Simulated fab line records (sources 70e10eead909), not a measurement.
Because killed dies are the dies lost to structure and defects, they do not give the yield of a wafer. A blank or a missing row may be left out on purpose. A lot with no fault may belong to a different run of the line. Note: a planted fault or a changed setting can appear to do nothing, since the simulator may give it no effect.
Which tool did it? | flow nand harc | Sampling: 12 lots, 36 wafers, 5 of 1302 route steps

WHAT EACH GAUGE READ, for each wafer
NHARC_END_SORT_01. Usual: defect limited yield 91.1 %, standard deviation 2.9; killed at array 55, standard deviation 20; killed at other 1.1, standard deviation 1.2; killed at periphery 3.8, standard deviation 2.8; killed dies 60, standard deviation 19; killed open 3.4, standard deviation 1.9; killed short 2.2, standard deviation 1.5.
lot  | measured     | on        | defect limited yield (%) | killed at array | killed at other | killed at periphery | killed dies | killed open | killed short | flag
L273 | day 30 17:01 | prober-01 | 93.2 92.9 91.9           | 43 43 54        | 0 1 0           | 3 4 1               | 46 48 55    | 2 5 3       | 2 4 3        |
L276 | day 30 09:15 | prober-01 | 90.3                     | 62              | 1               | 3                   | 66          | 6           | 6            |
L274 | day 30 23:10 | prober-02 | 90.8 93.5 93.4           | 52 43 38        | 1 0 5           | 9 1 2               | 62 44 45    | 2 0 0       | 3 4 2        |

EACH LOT AND THE TOOL THAT RAN IT (in order: tool; ch and the chambers of the sampled wafers; start)
lot  | NHARC_A_CONTACT_STRIP_26                      | NHARC_A_CONTACT_CVD_19                   | NHARC_A_CONTACT_CMP_20        | NHARC_A_M0_STRIP_19
L260 | rie diel-05 ch 0,1,3, day 21 23:34 or earlier | cvd w-01 ch 0,1, day 21 23:34 or earlier | cmp-02 ch 1,2,3, day 21 23:34 | wet bench-09 ch 0,5,7, day 22 05:19
L264 | rie diel-12 ch 0,1,2, day 23 20:28 or earlier | cvd w-02 ch 0,1, day 23 20:28 or earlier | cmp-02 ch 0,1, day 23 20:28   | wet bench-09 ch 2,3,5, day 24 02:52
L268 | rie diel-06 ch 1,3, day 25 15:08 or earlier   | cvd w-01 ch 0,1, day 25 15:08 or earlier | cmp-02 ch 0,2,3, day 25 15:08 | wet bench-06 ch 2,4,6, day 25 20:47
L266 | rie diel-12 ch 0,1, day 25 18:10 or earlier   | cvd w-01 ch 0,1, day 25 18:10 or earlier | cmp-03 ch 0,1, day 25 18:10   | wet bench-05 ch 4,6,7, day 26 00:10
L269 | rie diel-12 ch 0,1,3, day 26 16:44 or earlier | cvd w-01 ch 0,1, day 26 16:44 or earlier | cmp-01 ch 0,1, day 26 16:44   | wet bench-06 ch 1,3,6, day 26 22:34
L273 | rie diel-12 ch 0,1, day 28 12:42 or earlier   | cvd w-01 ch 0,1, day 28 12:42 or earlier | cmp-02 ch 0,2, day 28 12:42   | wet bench-06 ch 1,3,4, day 28 18:56
L275 | rie diel-12 ch 1,2,3, day 28 14:18 or earlier | cvd w-02 ch 0,1, day 28 14:18 or earlier | cmp-02 ch 2,3, day 28 14:18   | wet bench-06 ch 0,3,7, day 28 19:56
L276 | rie diel-05 ch 0,2, day 28 16:30 or earlier   | cvd w-01 ch 0,1, day 28 16:30 or earlier | cmp-02 ch 0,1, day 28 16:30   | wet bench-09 ch 0,2,7, day 28 22:17
L274 | rie diel-05 ch 0,2,3, day 28 21:49 or earlier | cvd w-02 ch 0,1, day 28 21:49 or earlier | cmp-01 ch 1,2, day 28 21:49   | wet bench-09 ch 0,3,7, day 29 03:30
L277 | rie diel-12 ch 1,2, day 29 18:28 or earlier   | cvd w-01 ch 0, day 29 18:28 or earlier   | cmp-02 ch 0,2, day 29 18:28   | wet bench-05 ch 3,4,5, day 30 00:08
L283 | rie diel-12 ch 0,2, day 31 13:55 or earlier   | cvd w-02 ch 0,1, day 31 13:55 or earlier | cmp-01 ch 0,2, day 31 13:55   | wet bench-09 ch 0,1,6, day 31 19:37
L282 | rie diel-06 ch 0,1,3, day 31 15:37 or earlier | cvd w-02 ch 0,1, day 31 15:37 or earlier | cmp-03 ch 2,3, day 31 15:37   | wet bench-09 ch 2,4,7, day 31 21:27
- NHARC_A_CONTACT_STRIP_26: strips in O2.
- NHARC_A_CONTACT_CVD_19: deposits W, target thk 300 nm, time 802 s.
- NHARC_A_CONTACT_CMP_20: polishes, t overpolish 30 s, target thk 300 nm.
- NHARC_A_M0_STRIP_19: strips in post etch residue remover, time 600 s.

AS READ BY THE TOOLS THEMSELVES (means over the sampled wafers that have a number; for cases with no such wafer, the mark the record gives instead)
NHARC_A_CONTACT_STRIP_26. Usual: chamber pressure mTorr 60.00 mTorr, standard deviation 0.054; drypump motor current A 5.9 A, standard deviation 0.35; mfc ar sccm 0.011 sccm, standard deviation 0.013; o2 flow sccm 500.1 sccm, standard deviation 1.5; oes product au 1.001 a.u., standard deviation 0.011; rf vpp V 58.1 V, standard deviation 0.93; showerhead plenum p Torr 3.62 Torr, standard deviation 0.16; throttle valve pct 17.037 %, standard deviation 0.0088.
lot  | tool        | chamber pressure mTorr (mTorr) | drypump motor current A (A) | mfc ar sccm (sccm) | o2 flow sccm (sccm) | oes product au (a.u.) | rf vpp V (V) | showerhead plenum p Torr (Torr) | throttle valve pct (%) | flag
L260 | rie diel-05 | 60.02                          | 6.0                         | 0.025              | 500.1               | 0.998                 | 58.9         | 3.67                            | 17.040                 |
L264 | rie diel-12 | 59.99                          | 6.0                         | 0.003              | 500.7               | 0.995                 | 57.6         | 3.58                            | 17.043                 |
L268 | rie diel-06 | 60.06                          | 5.8                         | 0.005              | 502.4               | 0.987                 | 57.3         | 3.46                            | 17.036                 |
L266 | rie diel-12 | 59.97                          | 5.8                         | 0.003              | 502.4               | 0.993                 | 58.6         | 3.66                            | 17.035                 |
L269 | rie diel-12 | 60.02                          | 5.8                         | 0.003              | 501.1               | 1.001                 | 58.5         | 3.71                            | 17.029                 |
L273 | rie diel-12 | 60.01                          | 5.8                         | 0.003              | 498.1               | 0.982                 | 58.3         | 3.65                            | 17.037                 |
L275 | rie diel-12 | 60.05                          | 5.9                         | 0.001              | 500.5               | 1.002                 | 58.4         | 3.57                            | 17.034                 |
L276 | rie diel-05 | 59.98                          | 5.7                         | 0.027              | 499.9               | 1.010                 | 57.4         | 3.76                            | 17.041                 |
L274 | rie diel-05 | 60.04                          | 5.7                         | 0.027              | 499.8               | 0.998                 | 57.7         | 3.69                            | 17.036                 |
L277 | rie diel-12 | 59.97                          | 6.0                         | 0.001              | 500.3               | 1.004                 | 57.5         | 3.51                            | 17.039                 |
L283 | rie diel-12 | 59.99                          | 6.0                         | 0.004              | 498.5               | 0.991                 | 58.4         | 3.59                            | 17.035                 |
L282 | rie diel-06 | 59.99                          | 5.7                         | 0.005              | 500.4               | 1.003                 | 58.6         | 3.39                            | 17.036                 |

NHARC_A_CONTACT_CVD_19. Usual: heater power w 481 W, standard deviation 52; mfc ar sccm 1559 sccm, standard deviation 4.3; throttle valve pct 7.98 %, standard deviation 0.19.
lot  | tool     | heater power w (W) | mfc ar sccm (sccm) | throttle valve pct (%) | flag
L260 | cvd w-01 | 437                | 1559               | 8.05                   |
L264 | cvd w-02 | 531                | 1558               | 8.00                   |
L268 | cvd w-01 | 430                | 1558               | 7.92                   |
L266 | cvd w-01 | 452                | 1563               | 7.89                   |
L269 | cvd w-01 | 442                | 1559               | 8.07                   |
L273 | cvd w-01 | 430                | 1556               | 8.10                   |
L275 | cvd w-02 | 531                | 1556               | 7.88                   |
L276 | cvd w-01 | 428                | 1563               | 8.12                   |
L274 | cvd w-02 | 525                | 1566               | 7.92                   |
L277 | cvd w-01 | 478                | 1557               | 7.95                   |
L283 | cvd w-02 | 525                | 1557               | 7.96                   |
L282 | cvd w-02 | 524                | 1556               | 7.86                   |

NHARC_A_CONTACT_CMP_20. Usual: motor current A 11.7 A, standard deviation 1; overpolish run s 30.001 s, standard deviation 0.0088; slurry filter dp kPa 13.49 kPa, standard deviation 0.13; time to endpoint s 61 s, standard deviation 3.5.
lot  | tool   | motor current A (A) | overpolish run s (s) | slurry filter dp kPa (kPa) | time to endpoint s (s) | flag
L260 | cmp-02 | 12.1                | 30.002               | 13.35                      | 61                     |
L264 | cmp-02 | 11.6                | 30.000               | 13.37                      | 65                     |
L268 | cmp-02 | 12.4                | 30.001               | 13.45                      | 62                     |
L266 | cmp-03 | 12.2                | 30.000               | 13.46                      | 61                     |
L269 | cmp-01 | 10.9                | 30.000               | 13.50                      | 64                     |
L273 | cmp-02 | 11.3                | 30.003               | 13.48                      | 64                     |
L275 | cmp-02 | 12.1                | 30.007               | 13.47                      | 60                     |
L276 | cmp-02 | 11.4                | 29.998               | 13.49                      | 61                     |
L274 | cmp-01 | 11.4                | 30.005               | 13.54                      | 60                     |
L277 | cmp-02 | 11.2                | 30.008               | 13.42                      | 65                     |
L283 | cmp-01 | 11.2                | 30.002               | 13.56                      | 58                     |
L282 | cmp-03 | 12.5                | 30.002               | 13.45                      | 61                     |

NHARC_A_M0_STRIP_19. Usual: bath heat duty pct 13.2 %, standard deviation 1.4; run length s 603.2 s, standard deviation 1.3.
lot  | tool         | bath heat duty pct (%) | run length s (s) | flag
L260 | wet bench-09 | 13.5                   | 604.0            |
L264 | wet bench-09 | 11.5                   | 603.1            |
L268 | wet bench-06 | 13.0                   | 604.1            |
L266 | wet bench-05 | 12.9                   | 602.4            |
L269 | wet bench-06 | 12.8                   | 603.0            |
L273 | wet bench-06 | -                      | -                | OFF
L275 | wet bench-06 | -                      | -                | OFF
L276 | wet bench-09 | -                      | -                | OFF
L274 | wet bench-09 | 14.4                   | 604.5            |
L277 | wet bench-05 | 14.4                   | 602.4            |
L283 | wet bench-09 | 12.4                   | 602.6            |
L282 | wet bench-09 | 14.3                   | 605.4            |

THE ANSWER, worked out from the rows above alone
Rule: take the mean of a lot's wafers that have a number; if it is more than 3 standard deviations from the usual mean, the lot is off. A lot without any number at a reading at which 4 lots or more have one is off too. Any other lot the step has rows for is counted as sound. After the gauges, taken in route order, come the tools' own readings; for these a lot's mean is taken, as printed above. The first step at which some lot is off is used, and at that step the reading that is off furthest; a lot without a number counts as furthest.
Off: L273, L275, L276, at NHARC_A_M0_STRIP_19 (bath heat duty pct). Without a number there: L273, L275, L276.
If a tool, at that step or one of the process steps before it, ran each lot that is off and ran no sound lot following the first of them, it fits. Because NHARC_A_CONTACT_STRIP_26 lacks a start for some lots, the hours and order of its lots are taken from NHARC_A_CONTACT_CMP_20. Because NHARC_A_CONTACT_CVD_19 lacks a start for some lots, the hours and order of its lots are taken from NHARC_A_CONTACT_CMP_20. No candidate that was tried fits.

WHAT THE SIMULATOR PUT IN
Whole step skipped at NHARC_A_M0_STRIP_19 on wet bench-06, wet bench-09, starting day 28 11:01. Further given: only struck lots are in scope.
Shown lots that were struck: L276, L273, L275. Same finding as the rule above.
